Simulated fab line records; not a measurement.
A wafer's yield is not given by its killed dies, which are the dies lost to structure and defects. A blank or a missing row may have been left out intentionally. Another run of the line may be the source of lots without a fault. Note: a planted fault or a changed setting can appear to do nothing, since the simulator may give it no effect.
Comparing a struck lot with a sound one ; flow nand harc ; 14 steps out of a route of 1302
Sound: the wafers L826.1, L826.2, L826.6. Wafers L835.1, L835.3, L835.6 were the ones struck. The cause is named last.
Order at every step that has rows: each side's tool, ch and its chambers, its first start. Under that, the readings that differ: sound wafers ; struck wafers ; difference of the means ; sigmas: that difference in standard deviations of wafers without a fault.
alike: same words and numbers on both sides, and readings whose means sit less than 2 such deviations apart. not compared: any withheld reading, any reading some wafer has no value for, any bound like >300 that may hide the same value, and any number with overlapping values for which the record gives no deviation.
A row with sigmas, a row that says differs or no value, or rows on one side alone: a step with any of these is where the two part. Numbers that have no deviation but don't overlap get no sigmas and don't part them. A reading that every wafer of one side lacks parts them only if that side has two wafers or more.

NHARC_A_ONON_D2_THK_MEAS_14: measures by ellipsometry.
  struck on film metro-01, day 17 15:59; sound on film metro-02, day 14 05:10
  alike: thk nm
then, 2 steps without rows for these wafers: NHARC_A_ONON_D2_ANNEAL_15 (time 3600 s); NHARC_A_ONON_D2_DEP_16 (target thk 1000 nm).
NHARC_A_ONON_D2_THK_MEAS_18: measures by ellipsometry.
  struck on film metro-02, day 17 22:26; sound on film metro-01, day 14 12:54
  alike: thk nm
following that, 1 step holds no rows for these wafers, namely NHARC_A_ONON_D2_DEP_19 (target thickness 1000 nm).
NHARC_A_ONON_D2_THK_MEAS_21: measures by ellipsometry.
  struck on film metro-01, day 17 23:00; sound on film metro-01, day 14 13:28
  alike: thk nm
following that, 1 step holds no rows for these wafers, namely NHARC_A_ONON_D2_DEP_22 (target thickness 1000 nm).
NHARC_A_ONON_D2_THK_MEAS_24: measures by ellipsometry.
  struck on film metro-01, day 17 23:34; sound on film metro-01, day 14 14:02
  alike: thk nm
following that, 1 step holds no rows for these wafers, namely NHARC_A_ONON_D2_DEP_25 (target thickness 1000 nm).
NHARC_A_ONON_D2_THK_MEAS_27: measures by ellipsometry.
  struck on film metro-01, day 18 00:08; sound on film metro-01, day 14 14:35
  alike: thk nm
following that, 1 step holds no rows for these wafers, namely NHARC_A_ONON_D2_DEP_28 (target thickness 1000 nm).
NHARC_A_ONON_D2_THK_MEAS_30: measures by ellipsometry.
  struck on film metro-01, day 18 00:44; sound on film metro-01, day 14 15:10
reading;sound;struck;difference;sigmas
thk nm (nm);1010 1010 1009;982 981 984;-27;-3
NHARC_A_ONON_D2_DEP_33: deposits SiO2, target thk 200 nm.
  sound on pecvd-02 ch 1,2, day 14 15:13; struck on pecvd-04 ch 0,1,2, day 18 01:05
reading;sound;struck;difference;sigmas
mfc precursor sccm (sccm);161.6 161.1 161.7;131.7 132.1 132.5;-29.4;-64
  alike: heater power w, throttle valve pct
NHARC_A_ONON_D2_THK_MEAS_34: measures by ellipsometry.
  struck on film metro-02, day 18 01:27; sound on film metro-02, day 14 15:38
reading;sound;struck;difference;sigmas
thk nm (nm);200.2 201.1 204.7;161.3 163.2 162.7;-39.6;-15

WHERE THEY PART
Last at NHARC_A_ONON_D2_THK_MEAS_34 as far as this record goes, first at NHARC_A_ONON_D2_THK_MEAS_30.

WHY: what had been put in by the simulator
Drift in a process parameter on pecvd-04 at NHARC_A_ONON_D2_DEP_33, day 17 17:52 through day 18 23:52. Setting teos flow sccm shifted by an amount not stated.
